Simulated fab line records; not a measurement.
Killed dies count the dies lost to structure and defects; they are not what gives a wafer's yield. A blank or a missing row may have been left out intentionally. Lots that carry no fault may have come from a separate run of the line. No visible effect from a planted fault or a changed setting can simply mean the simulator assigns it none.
fab line records	flow nand-harc
[record] lots = 24	wafers = 72	last-day = 33
route steps=1302 shown A_CHANNEL_HOLE_D2@571 A_STAIRCASE@639
lots untouched by any fault: they come from a run of this same line in which no faults occurred
start-h: the number of hours between the record's first day and the start of the first shown wafer of the lot	wait-h: time in hours since the lot's previous step	" repeats the value in the row above	L1.1+2: one row covering several wafers at once	- value missing, or start not given	* or withheld: withheld	< > ~ a bound
route shown NAME@n: NAME is a module with steps in the file, n the number in the route of the first one	usual: mean/standard deviation of fault-free wafers	same: alike in all rows	chamber/n: place in a boat	sites: readings site by site	_std_site: how widely they spread, as a standard deviation	_edge_site: inner sites' mean taken away from outer sites' mean	radius-mm: for every site, how far away it sits from the centre of the wafer	mask NAME#n: copy n	behind: the last tool/chamber to shape the wafer	hold: reason for holding the lot/hours on hold/outcome of the hold	device: transistor that didn't switch, given as n, p or np	end of line: tests run on the same wafers once the route is complete	where a step has no rows: the recipe by itself	killed: at the first sort, the dies lost to defects and structure; wafer yield is something else	map: per-die view of a wafer (x killed, . not killed, _ where there is no die)
set.NAME: the setting the step ran with; set.NAME@STEP: the setting that earlier step ran with	model.NAME: the simulator's own value behind a step, which no gauge read
the route's steps for a sample of lots (tables are steps, rows are wafers)
services: a tool's chamber out of use, with start hour (start-h, from the record's first day; less than 0 if before it), hours out, and reason
[[steps]]
[step NHARC_A_CHANNEL_HOLE_D2_DEP_01]
[recipe] target-thk-a = 1400	target-thk-nm = 140	temp-c = 400	pressure-torr = 3.5	flow-sccm = 200	rf-w = 350	material = SiON
[usual] heater-power-w = 727/90
lot.wafer	tool	chamber	start-h	wait-h	heater-power-w
L074.2	pecvd-01	1	295.03	1.3	704
L074.1	"	0	"	"	613
L074.6	"	2	"	"	700
L075.3	pecvd-04	1	295.47	1.0	730
L075.2	"	2	"	"	650
L075.4	"	2	"	"	644
L076.1	pecvd-03	1	304.42	1.6	825
L076.2	"	2	"	"	709
L076.5	"	2	"	"	700
L077.2	pecvd-04	0	318.43	1.3	926
L077.4	"	2	"	"	680
L077.6	"	0	"	"	943
L078.2	pecvd-03	0	329.57	1.3	754
L078.3	"	1	"	"	736
L078.6	"	2	"	"	710
L079.1	pecvd-01	2	330.01	1.6	602
L079.2	"	0	"	"	723
L079.5	"	2	"	"	612
L081.1	pecvd-04	0	351.16	1.6	892
L081.3	"	2	"	"	694
L081.6	"	2	"	"	677
L080.3	pecvd-03	2	352.30	1.0	705
L080.5	"	1	"	"	895
L080.6	"	0	"	"	845
L082.1	pecvd-01	2	384.14	1.8	629
L082.3	"	0	"	"	687
L082.5	"	0	"	"	690
L083.1	pecvd-01	2	385.74	1.6	581
L083.2	"	1	"	"	696
L083.5	"	0	"	"	691
L084.3	pecvd-04	2	388.83	1.0	697
L084.6	"	1	"	"	687
L084.5	"	2	"	"	563
L085.3	pecvd-01	2	389.51	1.0	633
L085.6	"	0	"	"	636
L085.5	"	1	"	"	692
L086.2	pecvd-01	1	418.39	1.3	811
L086.3	"	2	"	"	612
L086.6	"	0	"	"	732
L087.1	pecvd-03	1	431.48	1.6	755
L087.6	"	1	"	"	746
L087.5	"	2	"	"	665
L088.6	pecvd-04	0	431.59	0.1	881
L088.4	"	1	"	"	709
L088.5	"	2	"	"	577
L089.3	pecvd-04	0	433.34	1.0	894
L089.1	"	1	"	"	663
L089.4	"	0	"	"	895
L090.2	pecvd-04	2	447.50	1.3	701
L090.3	"	0	"	"	842
L090.6	"	2	"	"	682
L091.2	pecvd-03	1	462.37	1.3	710
L091.3	"	2	"	"	653
L091.6	"	1	"	"	705
L092.1	pecvd-03	1	475.63	1.6	828
L092.5	"	0	"	"	835
L092.6	"	1	"	"	830
L093.3	pecvd-03	1	475.94	1.0	801
L093.2	"	2	"	"	773
L093.5	"	1	"	"	817
L094.3	pecvd-04	0	486.67	1.0	897
L094.1	"	2	"	"	618
L094.6	"	0	"	"	709
L095.1	pecvd-04	0	503.58	1.7	720
L095.5	"	1	"	"	619
L095.4	"	2	"	"	600
L096.1	pecvd-03	0	513.31	1.6	843
L096.3	"	1	"	"	840
L096.4	"	2	"	"	680
L097.2	pecvd-04	2	524.29	1.3	650
L097.4	"	0	"	"	879
L097.5	"	1	"	"	632
[step NHARC_A_STAIRCASE_DEP_156]
[recipe] target-thk-a = 500	temp-c = 400	target-thk-nm = 50	flow-sccm = 200	rf-w = 450	material = SiNx
[usual] heater-power-w = 653/93
lot.wafer	tool	chamber	start-h	wait-h	heater-power-w
L074.1	pecvd-02	0	351.64	0.1	671
L074.2	"	1	"	"	735
L074.6	"	0	"	"	689
L075.2	pecvd-01	1	351.69	0.1	762
L075.3	"	2	"	"	500
L075.4	"	1	"	"	741
L076.2	pecvd-04	0	366.60	0.1	882
L076.1	"	1	"	"	684
L076.5	"	0	"	"	871
L077.2	pecvd-02	1	374.74	0.2	637
L077.6	"	2	"	"	496
L077.4	"	0	"	"	630
L079.2	pecvd-04	2	387.08	0.1	648
L079.1	"	0	"	"	918
L079.5	"	1	"	"	662
L078.2	pecvd-02	0	387.22	0.1	660
L078.3	"	2	"	"	532
L078.6	"	0	"	"	661
L080.3	pecvd-01	1	410.83	0.1	721
L080.5	"	0	"	"	662
L080.6	"	2	"	"	591
L081.3	pecvd-01	1	410.97	0.2	756
L081.1	"	2	"	"	636
L081.6	"	2	"	"	615
L082.1	pecvd-04	1	441.46	0.1	641
L082.3	"	2	"	"	532
L082.5	"	1	"	"	666
L083.2	pecvd-01	1	441.60	0.1	795
L083.1	"	0	"	"	648
L083.5	"	1	"	"	773
L085.3	pecvd-01	0	451.34	0.1	609
L085.5	"	2	"	"	549
L085.6	"	1	"	"	730
L084.3	pecvd-01	2	451.54	0.1	526
L084.6	"	1	"	"	617
L084.5	"	2	"	"	538
L086.3	pecvd-01	1	475.61	0.1	687
L086.2	"	2	"	"	510
L086.6	"	1	"	"	712
L089.3	pecvd-01	2	491.26	0.1	617
L089.1	"	0	"	"	669
L089.4	"	0	"	"	687
L087.1	pecvd-04	2	491.28	0.1	616
L087.5	"	0	"	"	745
L087.6	"	1	"	"	610
L088.6	pecvd-04	0	491.48	0.2	830
L088.5	"	1	"	"	556
L088.4	"	2	"	"	630
L090.3	pecvd-02	0	504.49	0.2	759
L090.2	"	1	"	"	683
L090.6	"	1	"	"	679
L091.2	pecvd-02	0	525.54	0.1	728
L091.3	"	2	"	"	432
L091.6	"	0	"	"	734
L093.3	pecvd-04	2	532.42	0.1	576
L093.2	"	0	"	"	765
L093.5	"	2	"	"	575
L092.1	pecvd-02	0	532.42	0.1	699
L092.6	"	2	"	"	498
L092.5	"	1	"	"	597
L094.1	pecvd-01	1	545.53	0.1	758
L094.3	"	2	"	"	663
L094.6	"	0	"	"	611
L095.1	pecvd-04	0	562.40	0.1	845
L095.4	"	2	"	"	638
L095.5	"	1	"	"	583
L096.3	pecvd-01	1	571.36	0.1	770
L096.1	"	2	"	"	659
L096.4	"	2	"	"	645
L097.2	pecvd-01	2	581.78	0.1	507
L097.5	"	0	"	"	615
L097.4	"	1	"	"	739
[step NHARC_A_STAIRCASE_STRIP_171]
[recipe] power-w = 1500	temp-c = 250	chemistry = O2
[usual] drypump-motor-current-A = 5.8/0.49	heater-power-w = 303/33
lot.wafer	tool	chamber	start-h	wait-h	drypump-motor-current-A	heater-power-w	rf-hours-counter-h
L074.2	plasma-asher-02	1	352.89	-	6.2	312	19
L074.1	"	0	"	"	5.9	254	19
L074.6	"	1	"	"	6.2	310	-
L075.2	plasma-asher-02	1	353.23	-	6.1	307	19
L075.3	"	0	"	"	5.9	252	-
L075.4	"	1	"	"	6.1	315	-
L076.2	plasma-asher-02	0	367.79	-	5.9	256	23
L076.1	"	1	"	"	6.2	308	23
L076.5	"	1	"	"	6.2	314	-
L077.2	plasma-asher-02	1	376.14	-	6.2	307	24
L077.4	"	0	"	"	5.9	259	-
L077.6	"	1	"	"	6.2	312	-
L079.2	plasma-asher-01	1	388.39	-	5.9	327	8
L079.1	"	0	"	"	4.8	325	8
L079.5	"	1	"	"	5.9	321	-
L078.2	plasma-asher-02	1	388.63	-	6.2	314	26
L078.3	"	0	"	"	5.9	258	-
L078.6	"	1	"	"	6.1	307	-
L080.3	plasma-asher-02	0	412.30	-	5.9	258	-
L080.5	"	0	"	"	5.9	260	-
L080.6	"	1	"	"	6.2	314	-
L081.1	plasma-asher-01	1	412.37	-	5.8	318	13
L081.3	"	0	"	"	4.8	334	-
L081.6	"	1	"	"	5.9	320	-
L082.1	plasma-asher-01	1	442.78	-	5.8	317	18
L082.3	"	1	"	"	5.8	332	-
L082.5	"	1	"	"	5.8	326	-
L083.2	plasma-asher-01	1	443.04	0.1	5.9	319	18
L083.1	"	0	"	"	4.8	327	18
L083.5	"	0	"	"	4.8	337	-
L085.3	plasma-asher-02	1	452.82	-	6.2	333	-
L085.6	"	1	"	"	6.2	330	-
L085.5	"	0	"	"	5.8	252	-
L084.3	plasma-asher-01	0	453.08	-	4.8	332	-
L084.6	"	0	"	"	4.8	329	-
L084.5	"	1	"	"	5.9	319	-
L086.2	plasma-asher-01	0	476.88	-	4.8	324	26
L086.3	"	1	"	"	5.9	327	-
L086.6	"	0	"	"	4.8	325	-
L087.1	plasma-asher-02	0	492.57	-	5.9	254	12
L087.6	"	0	"	"	5.9	256	-
L087.5	"	1	"	"	6.1	328	-
L089.1	plasma-asher-01	1	492.70	-	5.9	313	29
L089.3	"	1	"	"	5.9	326	-
L089.4	"	0	"	"	4.7	329	-
L088.4	plasma-asher-02	0	492.95	-	5.9	248	-
L088.5	"	0	"	"	5.9	251	-
L088.6	"	1	"	"	6.2	332	-
L090.2	plasma-asher-02	1	505.84	-	6.2	332	15
L090.3	"	0	"	"	5.9	261	-
L090.6	"	1	"	"	6.2	325	-
L091.2	plasma-asher-02	1	526.72	-	6.2	329	20
L091.3	"	1	"	"	6.2	325	-
L091.6	"	1	"	"	6.2	330	-
L092.1	plasma-asher-01	0	533.75	-	4.8	321	1
L092.5	"	1	"	"	5.9	343	-
L092.6	"	0	"	"	4.8	316	-
L093.2	plasma-asher-02	0	533.97	-	5.9	249	21
L093.3	"	1	"	"	6.2	339	-
L093.5	"	0	"	"	5.9	253	-
L094.1	plasma-asher-02	0	546.85	-	5.9	255	24
L094.3	"	0	"	"	5.9	255	-
L094.6	"	0	"	"	5.9	252	-
L095.1	plasma-asher-02	1	563.71	-	6.2	331	27
L095.4	"	0	"	"	5.9	247	-
L095.5	"	0	"	"	5.9	256	-
L096.1	plasma-asher-01	1	573.39	-	5.9	329	8
L096.4	"	0	"	"	4.8	316	-
L096.3	"	1	"	"	5.8	326	-
L097.2	plasma-asher-02	0	582.94	-	5.9	260	32
L097.4	"	0	"	"	5.9	257	-
L097.5	"	0	"	"	5.9	250	-
[step NHARC_A_STAIRCASE_ETCH_15]
[recipe] target-depth-a = 1000	time-s = 40.5	ion-energy-ev = 400	c4f8-flow-sccm = 20	o2-flow-sccm = 10	ar-flow-sccm = withheld	rf-w = 600	bias-w = 1000	chemistry = C4F8/O2
[usual] oes-product-au = 0.943/0.013	rf-vpp-V = 895/5.6
lot.wafer	tool	chamber	start-h	wait-h	oes-product-au	rf-hours-counter-h	rf-vpp-V
L074.2	rie-diel-03	2	-	-	0.924	23	896
L074.1	"	0	"	"	0.946	20	892
L074.6	"	1	"	"	0.944	-	888
L075.2	rie-diel-13	0	-	-	0.951	1	894
L075.4	"	1	"	"	0.950	1	894
L075.3	"	3	"	"	0.945	0	906
L076.2	rie-diel-03	0	-	-	0.949	25	891
L076.1	"	2	"	"	0.936	28	897
L076.5	"	0	"	"	0.954	-	891
L077.4	rie-diel-13	1	-	-	0.921	8	892
L077.2	"	2	"	"	0.929	11	892
L077.6	"	2	"	"	0.934	-	893
L079.2	rie-diel-13	0	-	-	0.939	11	892
L079.1	"	2	"	"	0.951	14	892
L079.5	"	0	"	"	0.943	-	893
L078.3	rie-diel-13	2	-	-	0.930	14	891
L078.2	"	3	"	"	0.942	14	906
L078.6	"	0	"	"	0.942	-	893
L080.3	rie-diel-11	2	-	-	0.940	53	893
L080.6	"	0	"	"	0.980	-	905
L080.5	"	1	"	"	0.934	-	895
L081.1	rie-diel-03	0	-	-	0.946	32	891
L081.3	"	1	"	"	0.947	32	887
L081.6	"	0	"	"	0.954	-	890
L082.3	rie-diel-13	2	-	-	0.928	43	891
L082.1	"	3	"	"	0.924	41	905
L082.5	"	1	"	"	0.931	-	893
L083.2	rie-diel-13	3	-	-	0.943	42	905
L083.1	"	0	"	"	0.941	36	892
L083.5	"	3	"	"	0.941	-	905
L085.3	rie-diel-13	3	-	-	0.936	44	905
L085.6	"	0	"	"	0.940	-	894
L085.5	"	1	"	"	0.931	-	893
L084.3	rie-diel-13	2	-	-	0.928	46	891
L084.5	"	0	"	"	0.951	-	894
L084.6	"	1	"	"	0.942	-	891
L086.2	rie-diel-03	1	-	-	0.929	5	887
L086.3	"	3	"	"	0.944	5	899
L086.6	"	1	"	"	0.932	-	887
L087.1	rie-diel-13	0	-	-	0.979	50	893
L087.5	"	3	"	"	0.958	-	905
L087.6	"	0	"	"	0.972	-	892
L089.4	rie-diel-11	1	-	-	0.941	16	896
L089.1	"	2	"	"	0.959	15	891
L089.3	"	3	"	"	0.937	16	903
L088.5	rie-diel-03	1	-	-	0.942	-	886
L088.6	"	3	"	"	0.956	-	898
L088.4	"	0	"	"	0.942	-	891
L090.2	rie-diel-03	2	-	-	0.951	2	895
L090.3	"	3	"	"	0.951	16	897
L090.6	"	1	"	"	0.940	-	886
L091.2	rie-diel-13	1	-	-	0.934	0	894
L091.3	"	3	"	"	0.926	0	906
L091.6	"	2	"	"	0.932	-	892
L092.1	rie-diel-03	3	-	-	0.964	27	898
L092.6	"	2	"	"	0.950	-	896
L092.5	"	3	"	"	0.958	-	898
L093.3	rie-diel-11	2	-	-	0.957	30	891
L093.2	"	3	"	"	0.944	34	904
L093.5	"	2	"	"	0.964	-	892
L094.3	rie-diel-03	0	-	-	0.953	30	889
L094.1	"	2	"	"	0.941	15	898
L094.6	"	0	"	"	0.972	-	891
L095.1	rie-diel-11	3	-	-	0.925	41	904
L095.4	"	0	"	"	0.953	40	902
L095.5	"	0	"	"	0.942	-	903
L096.4	rie-diel-11	2	-	-	0.959	43	891
L096.1	"	0	"	"	0.948	47	904
L096.3	"	1	"	"	0.941	43	893
L097.2	rie-diel-03	1	-	-	0.943	38	887
L097.4	"	2	"	"	0.931	21	898
L097.5	"	2	"	"	0.929	-	897
[step NHARC_A_STAIRCASE_TRIM_22]
[recipe] time-s = 211.2	o2-flow-sccm = 500	ar-flow-sccm = 0	bias-w = 0	chemistry = O2
[usual] drypump-motor-current-A = 5.6/0.58	oes-product-au = 1.000/0.0097	rf-vpp-V = 57.8/0.85	showerhead-plenum-p-Torr = 3.53/0.17	throttle-valve-pct = 17.035/0.0083
lot.wafer	tool	chamber	start-h	wait-h	drypump-motor-current-A	oes-product-au	rf-hours-counter-h	rf-vpp-V	showerhead-plenum-p-Torr	throttle-valve-pct
L074.2	rie-diel-03	2	-	-	5.8	0.988	23	58.3	3.56	17.034
L074.1	"	0	"	"	5.5	1.006	20	57.9	3.40	17.033
L074.6	"	2	"	"	5.8	0.983	-	57.8	3.56	17.039
L075.3	rie-diel-11	1	-	-	6.3	1.005	32	57.5	3.50	17.018
L075.2	"	2	"	"	5.3	1.026	31	57.5	3.42	17.030
L075.4	"	0	"	"	6.0	1.008	27	57.8	3.76	17.023
L076.1	rie-diel-13	3	-	-	5.3	1.000	8	58.4	3.80	17.040
L076.2	"	1	"	"	4.8	0.985	5	57.9	3.44	17.032
L076.5	"	3	"	"	5.3	1.006	-	58.0	3.80	17.040
L077.4	rie-diel-13	1	-	-	4.8	0.988	8	58.3	3.44	17.038
L077.2	"	2	"	"	5.6	1.002	11	58.1	3.41	17.039
L077.6	"	0	"	"	6.5	1.009	-	57.1	3.46	17.030
L079.1	rie-diel-13	2	-	-	5.7	1.008	15	57.7	3.40	17.038
L079.2	"	0	"	"	6.5	1.015	12	56.4	3.46	17.033
L079.5	"	3	"	"	5.2	1.004	-	58.1	3.80	17.032
L078.3	rie-diel-13	3	-	-	5.2	0.989	14	55.5	3.80	17.040
L078.2	"	2	"	"	5.6	0.996	15	57.2	3.40	17.042
L078.6	"	0	"	"	6.5	0.999	-	56.9	3.46	17.045
L080.3	rie-diel-11	0	-	-	6.0	1.001	48	59.2	3.75	17.034
L080.6	"	0	"	"	6.0	1.011	-	58.2	3.75	17.033
L080.5	"	1	"	"	6.3	0.996	-	58.0	3.49	17.032
L081.1	rie-diel-13	1	-	-	4.8	0.983	28	56.9	3.43	17.049
L081.3	"	2	"	"	5.6	1.005	27	57.2	3.40	17.034
L081.6	"	3	"	"	5.3	1.000	-	58.5	3.79	17.032
L082.1	rie-diel-13	0	-	-	6.5	1.008	36	58.1	3.45	17.031
L082.3	"	2	"	"	5.6	1.005	44	56.8	3.39	17.035
L082.5	"	0	"	"	6.5	1.005	-	57.1	3.45	17.033
L083.1	rie-diel-11	1	-	-	6.3	0.992	4	57.8	3.49	17.030
L083.2	"	2	"	"	5.3	1.011	4	57.4	3.40	17.033
L083.5	"	2	"	"	5.3	1.003	-	57.4	3.40	17.035
L085.3	rie-diel-03	3	-	-	5.8	1.007	30	58.8	3.60	17.031
L085.6	"	3	"	"	5.8	1.012	-	57.3	3.59	17.041
L085.5	"	0	"	"	5.4	1.002	-	58.1	3.39	17.025
L084.3	rie-diel-13	3	-	-	5.3	1.001	45	58.6	3.78	17.031
L084.6	"	1	"	"	4.8	0.992	-	56.8	3.42	17.049
L084.5	"	2	"	"	5.6	1.001	-	57.6	3.39	17.030
L086.2	rie-diel-13	3	-	-	5.2	1.018	53	59.8	3.78	17.027
L086.3	"	0	"	"	6.5	1.029	46	57.9	3.44	17.031
L086.6	"	0	"	"	6.5	1.013	-	58.1	3.44	17.034
L087.1	rie-diel-13	0	-	-	6.5	1.007	51	57.9	3.44	17.034
L087.6	"	2	"	"	5.7	1.004	-	58.5	3.38	17.034
L087.5	"	3	"	"	5.2	1.001	-	59.1	3.77	17.042
L089.1	rie-diel-13	3	-	-	5.2	0.997	59	57.9	3.77	17.024
L089.4	"	0	"	"	6.5	1.008	51	56.3	3.44	17.039
L089.3	"	1	"	"	4.8	0.991	57	58.5	3.42	17.037
L088.5	rie-diel-03	1	-	-	4.7	1.003	-	55.1	3.28	17.053
L088.6	"	3	"	"	5.8	1.020	-	58.2	3.59	17.041
L088.4	"	0	"	"	5.4	0.995	-	57.3	3.38	17.041
L090.3	rie-diel-13	1	-	-	4.8	0.988	61	56.6	3.41	17.043
L090.2	"	2	"	"	5.6	1.001	64	57.1	3.38	17.021
L090.6	"	0	"	"	6.5	1.008	-	57.5	3.44	17.043
L091.2	rie-diel-11	3	-	-	6.2	0.977	32	58.1	3.76	17.038
L091.3	"	2	"	"	5.3	0.999	29	58.0	3.39	17.038
L091.6	"	0	"	"	6.0	0.988	-	58.9	3.73	17.027
L092.1	rie-diel-13	1	-	-	4.8	0.994	3	56.6	3.41	17.041
L092.5	"	2	"	"	5.6	1.000	-	57.8	3.38	17.035
L092.6	"	3	"	"	5.3	0.995	-	58.0	3.77	17.045
L093.3	rie-diel-11	0	-	-	6.0	1.003	33	57.3	3.73	17.034
L093.2	"	2	"	"	5.3	1.008	31	59.0	3.39	17.019
L093.5	"	1	"	"	6.3	0.989	-	57.4	3.47	17.031
L094.1	rie-diel-13	0	-	-	6.5	1.004	6	58.8	3.43	17.030
L094.3	"	1	"	"	4.8	0.999	6	57.1	3.41	17.046
L094.6	"	3	"	"	5.2	0.996	-	58.2	3.76	17.017
L095.4	rie-diel-13	1	-	-	4.8	1.000	11	57.9	3.41	17.038
L095.1	"	3	"	"	5.3	0.993	15	58.0	3.76	17.029
L095.5	"	0	"	"	6.5	1.007	-	56.6	3.43	17.024
L096.1	rie-diel-11	1	-	-	6.3	0.973	44	57.4	3.46	17.024
L096.4	"	2	"	"	5.3	1.009	43	57.4	3.38	17.025
L096.3	"	3	"	"	6.2	0.986	48	57.4	3.75	17.029
L097.2	rie-diel-11	0	-	-	6.0	0.995	50	58.6	3.72	17.029
L097.4	"	1	"	"	6.3	0.994	49	58.5	3.46	17.038
L097.5	"	0	"	"	6.0	0.993	-	58.6	3.72	17.021
[step NHARC_A_STAIRCASE_TRIM_198]
[recipe] time-s = 211.2	o2-flow-sccm = 500	ar-flow-sccm = 0	bias-w = 0	chemistry = O2
[usual] drypump-motor-current-A = 5.6/0.54	oes-product-au = 1.001/0.01	rf-vpp-V = 57.8/0.92	showerhead-plenum-p-Torr = 3.50/0.16	throttle-valve-pct = 17.036/0.0091
lot.wafer	tool	chamber	start-h	wait-h	drypump-motor-current-A	oes-product-au	rf-hours-counter-h	rf-vpp-V	showerhead-plenum-p-Torr	throttle-valve-pct
L074.1	rie-diel-13	3	-	-	5.2	0.998	5	58.6	3.81	17.035
L074.2	"	0	"	"	6.5	1.017	3	56.8	3.46	17.018
L074.6	"	3	"	"	5.2	1.003	-	58.6	3.81	17.026
L075.3	rie-diel-13	3	-	-	5.3	1.003	5	57.7	3.81	17.025
L075.2	"	1	"	"	4.8	0.973	3	57.5	3.45	17.029
L075.4	"	2	"	"	5.6	1.002	5	57.9	3.41	17.023
L076.2	rie-diel-03	1	-	-	4.7	1.008	28	57.2	3.29	17.051
L076.1	"	2	"	"	5.9	0.990	30	57.6	3.56	17.031
L076.5	"	0	"	"	5.4	1.002	-	57.5	3.39	17.041
L077.2	rie-diel-03	1	-	-	4.7	1.013	29	57.1	3.29	17.044
L077.4	"	0	"	"	5.4	1.004	-	58.2	3.39	17.048
L077.6	"	1	"	"	4.7	1.006	-	57.3	3.29	17.042
L079.2	rie-diel-11	1	-	-	6.3	0.988	47	58.6	3.49	17.053
L079.1	"	3	"	"	6.2	1.013	46	57.9	3.78	17.036
L079.5	"	1	"	"	6.3	0.989	-	57.7	3.49	17.038
L078.3	rie-diel-11	3	-	-	6.2	1.000	46	58.5	3.78	17.031
L078.2	"	1	"	"	6.3	1.008	47	58.2	3.49	17.035
L078.6	"	2	"	"	5.3	1.010	-	56.2	3.41	17.026
L080.3	rie-diel-03	3	-	-	5.8	1.027	19	57.1	3.60	17.034
L080.6	"	0	"	"	5.5	1.009	-	56.8	3.39	17.043
L080.5	"	1	"	"	4.7	1.007	-	57.6	3.29	17.054
L081.1	rie-diel-03	1	-	-	4.7	1.007	33	57.0	3.29	17.038
L081.3	"	0	"	"	5.5	1.020	33	57.5	3.39	17.043
L081.6	"	0	"	"	5.4	1.013	-	56.9	3.39	17.038
L082.1	rie-diel-03	1	-	-	4.7	0.997	44	56.3	3.28	17.051
L082.3	"	3	"	"	5.9	1.012	28	57.7	3.60	17.028
L082.5	"	1	"	"	4.7	1.006	-	58.1	3.28	17.037
L083.1	rie-diel-11	3	-	-	6.2	1.001	3	60.5	3.77	17.055
L083.2	"	0	"	"	6.0	1.002	3	58.0	3.74	17.029
L083.5	"	3	"	"	6.2	0.979	-	56.6	3.77	17.034
L085.3	rie-diel-11	3	-	-	6.2	0.981	5	58.8	3.77	17.037
L085.6	"	0	"	"	6.0	1.005	-	57.4	3.74	17.032
L085.5	"	1	"	"	6.3	0.987	-	58.3	3.48	17.025
L084.3	rie-diel-13	1	-	-	4.8	0.999	47	57.7	3.42	17.048
L084.5	"	3	"	"	5.2	1.009	-	59.3	3.78	17.045
L084.6	"	0	"	"	6.5	1.005	-	57.3	3.44	17.037
L086.3	rie-diel-11	2	-	-	5.3	1.009	13	57.8	3.40	17.029
L086.2	"	3	"	"	6.2	0.990	13	59.0	3.77	17.035
L086.6	"	3	"	"	6.2	0.986	-	57.7	3.77	17.028
L087.1	rie-diel-03	3	-	-	5.8	1.001	14	58.4	3.59	17.033
L087.5	"	3	"	"	5.9	1.004	-	58.5	3.59	17.035
L087.6	"	0	"	"	5.4	1.006	-	56.7	3.38	17.043
L089.3	rie-diel-03	1	-	-	4.7	1.005	14	57.2	3.28	17.042
L089.1	"	3	"	"	5.9	1.012	14	58.2	3.59	17.047
L089.4	"	1	"	"	4.7	1.003	-	55.7	3.28	17.028
L088.4	rie-diel-03	1	-	-	4.7	1.006	15	59.5	3.28	17.032
L088.6	"	1	"	"	4.7	1.000	-	58.0	3.28	17.046
L088.5	"	2	"	"	5.9	0.980	-	59.0	3.56	17.030
L090.3	rie-diel-03	2	-	-	5.8	0.994	3	58.5	3.55	17.038
L090.2	"	3	"	"	5.9	1.011	17	57.3	3.58	17.053
L090.6	"	1	"	"	4.7	1.004	-	57.5	3.27	17.028
L091.2	rie-diel-03	3	-	-	5.9	1.007	26	57.9	3.58	17.023
L091.3	"	2	"	"	5.8	0.990	12	57.0	3.55	17.036
L091.6	"	3	"	"	5.8	1.005	-	58.3	3.58	17.049
L092.1	rie-diel-11	3	-	-	6.2	1.001	36	58.6	3.75	17.043
L092.6	"	3	"	"	6.2	0.992	-	59.8	3.75	17.044
L092.5	"	0	"	"	6.0	1.005	-	58.0	3.72	17.038
L093.3	rie-diel-03	3	-	-	5.9	1.009	28	56.5	3.58	17.035
L093.2	"	1	"	"	4.7	0.984	29	56.3	3.27	17.048
L093.5	"	3	"	"	5.9	1.004	-	58.3	3.58	17.026
L094.1	rie-diel-03	0	-	-	5.4	0.988	31	57.4	3.37	17.036
L094.3	"	3	"	"	5.9	1.003	30	56.7	3.58	17.043
L094.6	"	0	"	"	5.4	0.996	-	57.8	3.37	17.024
L095.1	rie-diel-03	0	-	-	5.4	1.006	33	57.5	3.37	17.051
L095.4	"	1	"	"	4.7	1.002	33	56.8	3.27	17.040
L095.5	"	0	"	"	5.4	0.995	-	56.0	3.37	17.024
L096.4	rie-diel-11	0	-	-	6.0	1.014	49	57.6	3.72	17.036
L096.1	"	2	"	"	5.3	1.022	48	56.9	3.38	17.039
L096.3	"	3	"	"	6.2	1.000	51	58.4	3.75	17.038
L097.2	rie-diel-11	2	-	-	5.3	1.013	50	56.5	3.38	17.031
L097.4	"	0	"	"	6.0	0.995	51	57.6	3.72	17.031
L097.5	"	2	"	"	5.3	1.011	-	58.6	3.38	17.039
[[services]]
tool	chamber	start-h	hours	kind
rie-diel-03	-	281.48	9.0	pm
rie-diel-03	0	296.72	7.0	repair
rie-diel-03	-	310.48	0.7	repair
pecvd-01	-	311.08	13.0	pm
rie-diel-11	0	335.93	9.7	repair
rie-diel-03	3	337.30	47.2	repair
rie-diel-13	-	343.02	9.0	pm
pecvd-01	0	348.03	4.4	repair
rie-diel-03	-	382.87	19.8	repair
rie-diel-11	1	406.30	4.6	repair
rie-diel-03	-	407.22	0.5	repair
rie-diel-11	0	412.92	1.2	repair
rie-diel-13	0	414.23	11.1	repair
rie-diel-11	-	432.72	9.0	pm
pecvd-04	-	450.71	13.0	pm
pecvd-01	2	456.09	16.9	repair
rie-diel-03	-	458.48	9.0	pm
rie-diel-11	0	477.13	5.4	repair
rie-diel-11	-	480.17	0.7	repair
rie-diel-11	2	485.48	1.2	repair
pecvd-01	-	492.08	13.0	pm
rie-diel-13	-	520.02	9.0	pm
rie-diel-11	0	544.89	2.9	repair
rie-diel-03	-	565.19	7.5	repair
[[key]]
fault none
